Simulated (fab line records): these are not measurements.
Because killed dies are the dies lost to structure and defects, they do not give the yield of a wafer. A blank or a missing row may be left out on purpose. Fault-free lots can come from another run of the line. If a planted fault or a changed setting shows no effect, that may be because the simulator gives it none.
What tool caused it? :: flow n5 finfet :: 9 lots, 27 wafers sampled, at 7 steps of a route of 1938

## WHAT THE GAUGES SHOWED, per wafer
N5_BEOL_M1_THK_MEAS_53: measures by xrf. Usual: M1_THK typically reads 40.5 nm, with standard deviation 1.8.
lot: L761
measured: day 6 09:58
on: film metro-02
M1_THK (nm): 41.3 38.9 43.1
flag: 

lot: L762
measured: day 6 15:34
on: film metro-01
M1_THK (nm): 42.1 43.1 41.8
flag: 

lot: L767
measured: day 7 18:29
on: film metro-01
M1_THK (nm): 36.5 41.0 40.5
flag: 

lot: L768
measured: day 8 06:10
on: film metro-01
M1_THK (nm): 42.0 41.6 41.3
flag: 

lot: L775
measured: day 9 22:08
on: film metro-01
M1_THK (nm): 37.1 33.2 37.7
flag: 

lot: L780
measured: day 11 07:14
on: film metro-02
M1_THK (nm): 39.3 41.4 40.8
flag: 

lot: L781
measured: day 11 07:23
on: film metro-01
M1_THK (nm): 38.0 40.6 40.2
flag: 

lot: L782
measured: day 12 05:25
on: film metro-01
M1_THK (nm): 38.4 35.4 40.2
flag: 

lot: L783
measured: day 12 08:07
on: film metro-01
M1_THK (nm): 39.9 39.2 37.0
flag: 

N5_BEOL_M1_RS_MEAS_58: uses a four-point probe to measure. Usual: M1_RS typically reads 0.68 ohm/sq, with standard deviation 0.038.
lot: L761
measured: day 6 10:17
on: film metro-01
M1_RS (ohm/sq): 0.66 0.72 0.63
flag: 

lot: L762
measured: day 6 15:53
on: film metro-02
M1_RS (ohm/sq): 0.65 0.63 0.65
flag: 

lot: L767
measured: day 7 18:44
on: film metro-01
M1_RS (ohm/sq): 0.77 0.66 0.67
flag: 

lot: L768
measured: day 8 06:25
on: film metro-01
M1_RS (ohm/sq): 0.65 0.66 0.66
flag: 

lot: L775
measured: day 9 22:24
on: film metro-02
M1_RS (ohm/sq): 0.75 0.88 0.74
flag: 

lot: L780
measured: day 11 07:29
on: film metro-01
M1_RS (ohm/sq): 0.70 0.66 0.67
flag: 

lot: L781
measured: day 11 07:39
on: film metro-02
M1_RS (ohm/sq): 0.74 0.68 0.69
flag: 

lot: L782
measured: day 12 05:42
on: film metro-01
M1_RS (ohm/sq): 0.72 0.80 0.68
flag: 

lot: L783
measured: day 12 08:22
on: film metro-02
M1_RS (ohm/sq): 0.69 0.71 0.76
flag: 

N5_BEOL_M4_RC_MEAS_101. Usual: DIBL_N 36.2 mV/V, standard deviation 1.7; DIBL_P 36.2 mV/V, standard deviation 2.2; IOFF_N 0.16 nA/um, standard deviation 0.035; IOFF_P 0.21 nA/um, standard deviation 0.042; ION_N 673 uA/um, standard deviation 13; ION_P 462 uA/um, standard deviation 7.9; SS_N 71.4 mV/dec, standard deviation 0.59; SS_P 73.2 mV/dec, standard deviation 0.7; VT_N 250 mV, standard deviation 3.6; VT_P -251 mV, standard deviation 3.5.
lot: L761
measured: day 7 14:49
on: prober-01
DIBL_N (mV/V): 39.5 37.5 34.2
DIBL_P (mV/V): 39.9 36.7 33.5
IOFF_N (nA/um): 0.20 0.17 0.11
IOFF_P (nA/um): 0.24 0.20 0.15
ION_N (uA/um): 672 681 642
ION_P (uA/um): 458 461 443
SS_N (mV/dec): 72.9 71.9 71.0
SS_P (mV/dec): 74.6 74.5 72.4
VT_N (mV): 248 253 256
VT_P (mV): -248 -251 -256
flag: 

lot: L762
measured: day 7 23:13
on: prober-01
DIBL_N (mV/V): 36.3 38.7 36.4
DIBL_P (mV/V): 36.1 40.1 38.5
IOFF_N (nA/um): 0.14 0.21 0.17
IOFF_P (nA/um): 0.19 0.25 0.22
ION_N (uA/um): 653 688 674
ION_P (uA/um): 446 461 465
SS_N (mV/dec): 70.9 72.5 71.4
SS_P (mV/dec): 73.0 74.0 73.9
VT_N (mV): 250 243 248
VT_P (mV): -252 -247 -251
flag: 

lot: L767
measured: day 9 04:19
on: prober-01
DIBL_N (mV/V): 35.6 34.7 38.1
DIBL_P (mV/V): 38.0 36.0 39.9
IOFF_N (nA/um): 0.17 0.14 0.20
IOFF_P (nA/um): 0.21 0.18 0.23
ION_N (uA/um): 681 662 681
ION_P (uA/um): 456 454 458
SS_N (mV/dec): 71.0 71.7 71.8
SS_P (mV/dec): 72.9 73.0 74.0
VT_N (mV): 252 250 249
VT_P (mV): -250 -253 -251
flag: 

lot: L768
measured: day 9 19:28
on: prober-02
DIBL_N (mV/V): 37.3 37.1 36.5
DIBL_P (mV/V): 37.1 38.6 36.5
IOFF_N (nA/um): 0.18 0.19 0.16
IOFF_P (nA/um): 0.24 0.27 0.22
ION_N (uA/um): 676 691 682
ION_P (uA/um): 468 477 463
SS_N (mV/dec): 71.6 71.7 71.3
SS_P (mV/dec): 72.4 73.7 72.6
VT_N (mV): 249 246 250
VT_P (mV): -248 -247 -250
flag: 

lot: L775
measured: day 11 04:55
on: prober-01
DIBL_N (mV/V): 37.7 34.2 35.3
DIBL_P (mV/V): 39.0 34.5 36.8
IOFF_N (nA/um): 0.17 0.12 0.14
IOFF_P (nA/um): 0.26 0.19 0.22
ION_N (uA/um): 668 659 666
ION_P (uA/um): 463 464 460
SS_N (mV/dec): 71.2 71.6 71.3
SS_P (mV/dec): 73.8 72.0 73.0
VT_N (mV): 251 252 250
VT_P (mV): -245 -250 -248
flag: 

lot: L780
measured: day 12 23:57
on: prober-01
DIBL_N (mV/V): 35.2 37.4 36.4
DIBL_P (mV/V): 34.0 36.2 34.2
IOFF_N (nA/um): 0.13 0.18 0.15
IOFF_P (nA/um): 0.18 0.22 0.19
ION_N (uA/um): 668 685 661
ION_P (uA/um): 460 467 455
SS_N (mV/dec): 71.4 71.3 70.8
SS_P (mV/dec): 72.7 72.8 73.1
VT_N (mV): 250 245 249
VT_P (mV): -253 -251 -252
flag: 

lot: L781
measured: day 12 20:08
on: prober-02
DIBL_N (mV/V): 36.3 35.5 34.4
DIBL_P (mV/V): 37.8 35.8 34.4
IOFF_N (nA/um): 0.16 0.14 0.12
IOFF_P (nA/um): 0.21 0.19 0.16
ION_N (uA/um): 675 671 667
ION_P (uA/um): 458 461 454
SS_N (mV/dec): 70.9 70.7 71.0
SS_P (mV/dec): 73.4 73.3 73.1
VT_N (mV): 251 252 253
VT_P (mV): -251 -251 -254
flag: 

lot: L782
measured: day 13 14:12
on: prober-01
DIBL_N (mV/V): 37.8 36.2 37.1
DIBL_P (mV/V): 37.2 34.0 34.9
IOFF_N (nA/um): 0.16 0.12 0.15
IOFF_P (nA/um): 0.25 0.19 0.21
ION_N (uA/um): 669 673 675
ION_P (uA/um): 459 462 470
SS_N (mV/dec): 71.8 71.5 70.9
SS_P (mV/dec): 73.6 72.6 72.3
VT_N (mV): 247 255 249
VT_P (mV): -247 -251 -249
flag: 

lot: L783
measured: day 13 15:37
on: prober-02
DIBL_N (mV/V): 37.0 34.4 37.7
DIBL_P (mV/V): 36.1 33.8 37.8
IOFF_N (nA/um): 0.16 0.12 0.18
IOFF_P (nA/um): 0.21 0.17 0.24
ION_N (uA/um): 668 666 678
ION_P (uA/um): 459 457 459
SS_N (mV/dec): 71.3 71.0 71.8
SS_P (mV/dec): 72.9 71.9 73.3
VT_N (mV): 251 255 247
VT_P (mV): -250 -253 -249
flag: 

## WHICH TOOL RAN EACH LOT (tool, then ch and the chambers of the sampled wafers, then the start)
lot: L761
N5_BEOL_M0_DEP_125: pecvd-02 ch 0,1,2, day 5 23:49
N5_BEOL_M1_SPUTTER_81: pvd sputter-01, day 6 07:44
N5_BEOL_M1_ANNEAL_91: pvd sputter-01, day 6 08:28
N5_BEOL_M1_SPUTTER_94: pvd sputter-01, day 6 08:50

lot: L762
N5_BEOL_M0_DEP_125: pecvd-02 ch 0,2, day 6 08:03
N5_BEOL_M1_SPUTTER_81: pvd sputter-02, day 6 13:20
N5_BEOL_M1_ANNEAL_91: pvd sputter-02, day 6 14:04
N5_BEOL_M1_SPUTTER_94: pvd sputter-02, day 6 14:26

lot: L767
N5_BEOL_M0_DEP_125: pecvd-01 ch 1,2, day 7 10:10
N5_BEOL_M1_SPUTTER_81: pvd sputter-01, day 7 16:20
N5_BEOL_M1_ANNEAL_91: pvd sputter-01, day 7 17:05
N5_BEOL_M1_SPUTTER_94: pvd sputter-01, day 7 17:26

lot: L768
N5_BEOL_M0_DEP_125: pecvd-03 ch 0,1,2, day 7 20:52
N5_BEOL_M1_SPUTTER_81: pvd sputter-02, day 8 04:04
N5_BEOL_M1_ANNEAL_91: pvd sputter-02, day 8 04:48
N5_BEOL_M1_SPUTTER_94: pvd sputter-02, day 8 05:10

lot: L775
N5_BEOL_M0_DEP_125: pecvd-03 ch 0,1,2, day 9 13:23
N5_BEOL_M1_SPUTTER_81: pvd sputter-02, day 9 20:02
N5_BEOL_M1_ANNEAL_91: pvd sputter-02, day 9 20:46
N5_BEOL_M1_SPUTTER_94: pvd sputter-02, day 9 21:08

lot: L780
N5_BEOL_M0_DEP_125: pecvd-01 ch 1,2, day 10 20:04
N5_BEOL_M1_SPUTTER_81: pvd sputter-01, day 11 05:07
N5_BEOL_M1_ANNEAL_91: pvd sputter-01, day 11 05:52
N5_BEOL_M1_SPUTTER_94: pvd sputter-01, day 11 06:13

lot: L781
N5_BEOL_M0_DEP_125: pecvd-02 ch 0,1, day 10 23:20
N5_BEOL_M1_SPUTTER_81: pvd sputter-03, day 11 05:17
N5_BEOL_M1_ANNEAL_91: pvd sputter-03, day 11 06:01
N5_BEOL_M1_SPUTTER_94: pvd sputter-03, day 11 06:23

lot: L782
N5_BEOL_M0_DEP_125: pecvd-01 ch 1,2, day 11 00:13
N5_BEOL_M1_SPUTTER_81: pvd sputter-02, day 12 03:18
N5_BEOL_M1_ANNEAL_91: pvd sputter-02, day 12 04:02
N5_BEOL_M1_SPUTTER_94: pvd sputter-02, day 12 04:24

lot: L783
N5_BEOL_M0_DEP_125: pecvd-02 ch 0,1,2, day 11 18:01
N5_BEOL_M1_SPUTTER_81: pvd sputter-01, day 12 05:55
N5_BEOL_M1_ANNEAL_91: pvd sputter-01, day 12 06:40
N5_BEOL_M1_SPUTTER_94: pvd sputter-01, day 12 07:01
- N5_BEOL_M0_DEP_125: deposits SiCN from 3MS/NH3, target thk 8 nm, time 14 s.
- N5_BEOL_M1_SPUTTER_81: material Cu, target thk 4.5 nm, time 8.29 s.
- N5_BEOL_M1_ANNEAL_91: time 240 s.
- N5_BEOL_M1_SPUTTER_94: material Cu, target thk 4.5 nm, time 8.29 s.

## AS READ BY THE TOOLS THEMSELVES (means over the sampled wafers that have a number; for cases with no such wafer, the mark the record gives instead)
N5_BEOL_M0_DEP_125. Usual: rf fwd power W 199.9 W, standard deviation 0.8; showerhead plenum p Torr 3.671 Torr, standard deviation 0.014; throttle valve pct 9.1 %, standard deviation 0.31.
lot: L761
tool: pecvd-02
rf fwd power W (W): 199.6
showerhead plenum p Torr (Torr): 3.678
throttle valve pct (%): 8.9
flag: 

lot: L762
tool: pecvd-02
rf fwd power W (W): 200.5
showerhead plenum p Torr (Torr): 3.680
throttle valve pct (%): 9.0
flag: 

lot: L767
tool: pecvd-01
rf fwd power W (W): 199.6
showerhead plenum p Torr (Torr): 3.679
throttle valve pct (%): 8.9
flag: 

lot: L768
tool: pecvd-03
rf fwd power W (W): 200.5
showerhead plenum p Torr (Torr): 3.663
throttle valve pct (%): 9.5
flag: 

lot: L775
tool: pecvd-03
rf fwd power W (W): 199.7
showerhead plenum p Torr (Torr): 3.660
throttle valve pct (%): 9.3
flag: 

lot: L780
tool: pecvd-01
rf fwd power W (W): 198.9
showerhead plenum p Torr (Torr): 3.679
throttle valve pct (%): 8.7
flag: 

lot: L781
tool: pecvd-02
rf fwd power W (W): 199.6
showerhead plenum p Torr (Torr): 3.680
throttle valve pct (%): 9.0
flag: 

lot: L782
tool: pecvd-01
rf fwd power W (W): 198.8
showerhead plenum p Torr (Torr): 3.683
throttle valve pct (%): 8.7
flag: 

lot: L783
tool: pecvd-02
rf fwd power W (W): 199.9
showerhead plenum p Torr (Torr): 3.682
throttle valve pct (%): 9.1
flag: 

N5_BEOL_M1_SPUTTER_81. Usual: throttle valve pct 30.3 %, standard deviation 1.3.
lot: L761
tool: pvd sputter-01
throttle valve pct (%): 31.0
flag: 

lot: L762
tool: pvd sputter-02
throttle valve pct (%): 30.8
flag: 

lot: L767
tool: pvd sputter-01
throttle valve pct (%): 30.1
flag: 

lot: L768
tool: pvd sputter-02
throttle valve pct (%): 29.8
flag: 

lot: L775
tool: pvd sputter-02
throttle valve pct (%): 28.5
flag: 

lot: L780
tool: pvd sputter-01
throttle valve pct (%): 29.8
flag: 

lot: L781
tool: pvd sputter-03
throttle valve pct (%): 30.4
flag: 

lot: L782
tool: pvd sputter-02
throttle valve pct (%): 29.8
flag: 

lot: L783
tool: pvd sputter-01
throttle valve pct (%): 30.8
flag: 

N5_BEOL_M1_ANNEAL_91. Usual: heater power w 844 W, standard deviation 83.
lot: L761
tool: pvd sputter-01
heater power w (W): 833
flag: 

lot: L762
tool: pvd sputter-02
heater power w (W): 818
flag: 

lot: L767
tool: pvd sputter-01
heater power w (W): 840
flag: 

lot: L768
tool: pvd sputter-02
heater power w (W): 830
flag: 

lot: L775
tool: pvd sputter-02
heater power w (W): 864
flag: 

lot: L780
tool: pvd sputter-01
heater power w (W): 862
flag: 

lot: L781
tool: pvd sputter-03
heater power w (W): 938
flag: 

lot: L782
tool: pvd sputter-02
heater power w (W): 832
flag: 

lot: L783
tool: pvd sputter-01
heater power w (W): 830
flag: 

N5_BEOL_M1_SPUTTER_94. Usual: throttle valve pct 30.2 %, standard deviation 1.3.
lot: L761
tool: pvd sputter-01
throttle valve pct (%): 30.9
flag: 

lot: L762
tool: pvd sputter-02
throttle valve pct (%): 30.9
flag: 

lot: L767
tool: pvd sputter-01
throttle valve pct (%): 30.3
flag: 

lot: L768
tool: pvd sputter-02
throttle valve pct (%): 29.8
flag: 

lot: L775
tool: pvd sputter-02
throttle valve pct (%): 28.6
flag: 

lot: L780
tool: pvd sputter-01
throttle valve pct (%): 29.7
flag: 

lot: L781
tool: pvd sputter-03
throttle valve pct (%): 30.3
flag: 

lot: L782
tool: pvd sputter-02
throttle valve pct (%): 29.7
flag: 

lot: L783
tool: pvd sputter-01
throttle valve pct (%): 30.7
flag: 

## THE ANSWER, worked out from the rows above alone
Rule: a lot counts as off when the mean over its wafers that have a number is more than 3 standard deviations away from the usual mean. Also off: a lot with no number at a reading for which 4 or more lots have one. Any other lot the step has rows for is counted as sound. Order of review: gauges by route order, followed by the tools' own readings, for which a lot's mean as printed above is used. The first step at which some lot is off is used, and at that step the reading that is off furthest; a lot without a number counts as furthest.
Nothing can be told from this: no lot is off at any reading shown.

## WHAT WAS PUT IN BY THE SIMULATOR
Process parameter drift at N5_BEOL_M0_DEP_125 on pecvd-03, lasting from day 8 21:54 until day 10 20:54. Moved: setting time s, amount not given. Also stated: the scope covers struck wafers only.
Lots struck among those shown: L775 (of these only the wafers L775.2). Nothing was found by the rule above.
